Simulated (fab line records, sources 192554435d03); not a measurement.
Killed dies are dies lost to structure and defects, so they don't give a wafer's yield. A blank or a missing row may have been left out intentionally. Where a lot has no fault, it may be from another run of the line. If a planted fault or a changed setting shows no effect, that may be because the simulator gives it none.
Comparing a struck lot with a sound one / flow n5 finfet / 15 out of 1938 route steps
Sound: these wafers, L777.1, L777.2, L777.4. Struck: wafer L785.1 (L785.2, L785.5, from the same lot, were not struck and are left out); the cause is given at the end.
Order at every step that has rows: each side's tool, ch and its chambers, its first start. Under that, the readings that differ: sound wafers / struck wafers / difference of the means / sigmas: that difference in standard deviations of wafers without a fault.
alike: words and numbers the same on both sides, and readings whose means are apart by under 2 such deviations; not compared: readings that were withheld, readings missing a value for some wafer, numbers with overlapping values and no deviation given by the record, and bounds like >300 which may hide the same value.
A row with sigmas, a row that says differs or no value, or rows on one side alone: a step with any of these is where the two part. Non-overlapping numbers with no deviation appear without sigmas and do not part them. A reading that every wafer of one side lacks parts them only if that side has two wafers or more.

first, 8 steps without rows for these wafers: N5_BEOL_M5_COAT_66 (time 60 s, resist thk 12 nm); N5_BEOL_M5_COAT_74 (time 60 s, resist thk 5 nm); N5_BEOL_M5_COAT_22 (resist thk 30 nm); N5_BEOL_M5_EBR_24; N5_BEOL_M5_SOFTBAKE_23 (time 60 s); N5_BEOL_M5_EXPOSE_25 (exposes mask V4, defocus 10 nm); N5_BEOL_M5_PEB_26 (peb time 60 s); N5_BEOL_M5_DEVELOP_27 (develop time 30 s).
N5_BEOL_M5_CD_MEAS_28: target cd 30.6 nm, target cd y 20 nm.
  sound on cd sem-01 ch 0, day 11 04:42; struck on cd sem-03 ch 0, day 12 23:53
  alike: cd nm
N5_BEOL_M5_OVL_MEAS_29:
  sound on overlay-01 ch 0, day 11 04:44; struck on overlay-01 ch 0, day 12 23:55
  alike: V4_OVL
N5_BEOL_M5_INSPECT_30: inspects for defects (brightfield).
  sound on defect inspect-01, day 11 04:47; struck on defect inspect-01, day 12 23:59
  alike: raw defect count
N5_BEOL_M5_DESCUM_33: chemistry O2, time 7 s.
  sound on rie diel-05 ch 1,2,3, day 11 05:40; struck on rie diel-05 ch 2, day 13 00:12
  alike: drypump motor current A, oes product au, rf vpp V, showerhead plenum p Torr, throttle valve pct
  not compared: rf hours counter h
N5_BEOL_M5_ETCH_75: etches underlayer in N2/H2, target depth 6.5 nm, time 5.2 s.
  sound on rie diel-05 ch 1,2,3, day 11 05:42; struck on rie diel-05 ch 2, day 13 00:14
reading=etch rf on time s (s); sound=5.32 5.31 5.11; struck=3.09; difference=-2.16; sigmas=-14
reading=oes product au (a.u.); sound=0.59 0.62 0.82; struck=0.86; difference=+0.18; sigmas=+2
  alike: drypump motor current A, rf vpp V, showerhead plenum p Torr, throttle valve pct
  not compared: rf hours counter h
N5_BEOL_M5_ETCH_67: etches SiARC in CF4, target depth 15.6 nm, time 26 s.
  sound on rie diel-05 ch 1,2,3, day 11 05:43; struck on rie diel-05 ch 2, day 13 00:15
  alike: drypump motor current A, etch rf on time s, oes product au, rf vpp V, showerhead plenum p Torr, throttle valve pct
  not compared: rf hours counter h
-- record jumps: 4 days separate the struck wafers' starts on either side; left off in module BEOL_M5, taken up again in module PASSIVATION, whose first shown step is the route's number 1936 --
N5_PASSIVATION_PROBE_49:
  the record has rows for the struck wafers here (prober-01, day 17 02:52) and none for the sound ones

== WHERE THEY PART ==
At N5_BEOL_M5_ETCH_75 first; at N5_PASSIVATION_PROBE_49 last (within this record only).

WHY: what the simulator had put in
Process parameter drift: rie diel-05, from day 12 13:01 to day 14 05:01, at N5_BEOL_M5_ETCH_75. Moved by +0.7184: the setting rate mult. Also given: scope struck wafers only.
